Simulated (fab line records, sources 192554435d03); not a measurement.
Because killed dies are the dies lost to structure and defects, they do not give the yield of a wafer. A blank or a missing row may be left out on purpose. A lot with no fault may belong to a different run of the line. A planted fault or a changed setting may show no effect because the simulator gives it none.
Matching of chambers :: flow n5_finfet :: 4 sister chambers for N5_HKMG_FIN_ETCH_86 on rie_diel-01
The step etches SOC in N2/H2, stops on TiN, target depth 393.2 nm. 8 wafers are shown with their chamber, then 7 later ones without.

== WAFERS PAIRED WITH THEIR CHAMBERS ==
wafer: L087.2
chamber: 1
showerhead_plenum_p_Torr (Torr): 2.65
throttle_valve_pct (%): 18.0

wafer: L089.1
chamber: 2
showerhead_plenum_p_Torr (Torr): 2.63
throttle_valve_pct (%): 18.3

wafer: L089.4
chamber: 3
showerhead_plenum_p_Torr (Torr): 2.49
throttle_valve_pct (%): 17.6

wafer: L089.6
chamber: 1
showerhead_plenum_p_Torr (Torr): 2.65
throttle_valve_pct (%): 18.0

wafer: L093.4
chamber: 3
showerhead_plenum_p_Torr (Torr): 2.49
throttle_valve_pct (%): 17.6

wafer: L093.6
chamber: 0
showerhead_plenum_p_Torr (Torr): 2.71
throttle_valve_pct (%): 17.5

wafer: L094.4
chamber: 2
showerhead_plenum_p_Torr (Torr): 2.62
throttle_valve_pct (%): 18.4

wafer: L094.5
chamber: 0
showerhead_plenum_p_Torr (Torr): 2.71
throttle_valve_pct (%): 17.6

== WAFERS WHOSE CHAMBER IS MISSING ==
wafer: L094.6
showerhead_plenum_p_Torr (Torr): 2.65
throttle_valve_pct (%): 18.0

wafer: L097.1
showerhead_plenum_p_Torr (Torr): 2.49
throttle_valve_pct (%): 17.6

wafer: L097.3
showerhead_plenum_p_Torr (Torr): 2.65
throttle_valve_pct (%): 18.0

wafer: L097.6
showerhead_plenum_p_Torr (Torr): 2.65
throttle_valve_pct (%): 18.0

wafer: L096.1
showerhead_plenum_p_Torr (Torr): 2.62
throttle_valve_pct (%): 18.4

wafer: L096.3
showerhead_plenum_p_Torr (Torr): 2.49
throttle_valve_pct (%): 17.6

wafer: L096.4
showerhead_plenum_p_Torr (Torr): 2.65
throttle_valve_pct (%): 18.0

== WHICH CHAMBER EACH WENT THROUGH ==
wafer: L094.6
from the rows above: 1
in truth: 1

wafer: L097.1
from the rows above: 3
in truth: 3

wafer: L097.3
from the rows above: 1
in truth: 1

wafer: L097.6
from the rows above: 1
in truth: 1

wafer: L096.1
from the rows above: 2
in truth: 2

wafer: L096.3
from the rows above: 3
in truth: 3

wafer: L096.4
from the rows above: 1
in truth: 1
7 of 7 placed correctly. Can't be placed from these rows: 0. Wrongly placed: 0.
How it was worked out, from the rows above alone: a wafer's distance from a chamber is the root of the sum, over the readings, of the square of ((its reading less the chamber's mean) divided by the reading's scatter). The wafer belongs to the nearest chamber; if the next one is less than 2 further off, it can't be placed. For every chamber, the mean is computed from those of its wafers that are shown. The scatter: take each reading less its chamber's mean, square it, sum over the shown wafers, divide by the number of wafers less the number of chambers, and take the root.
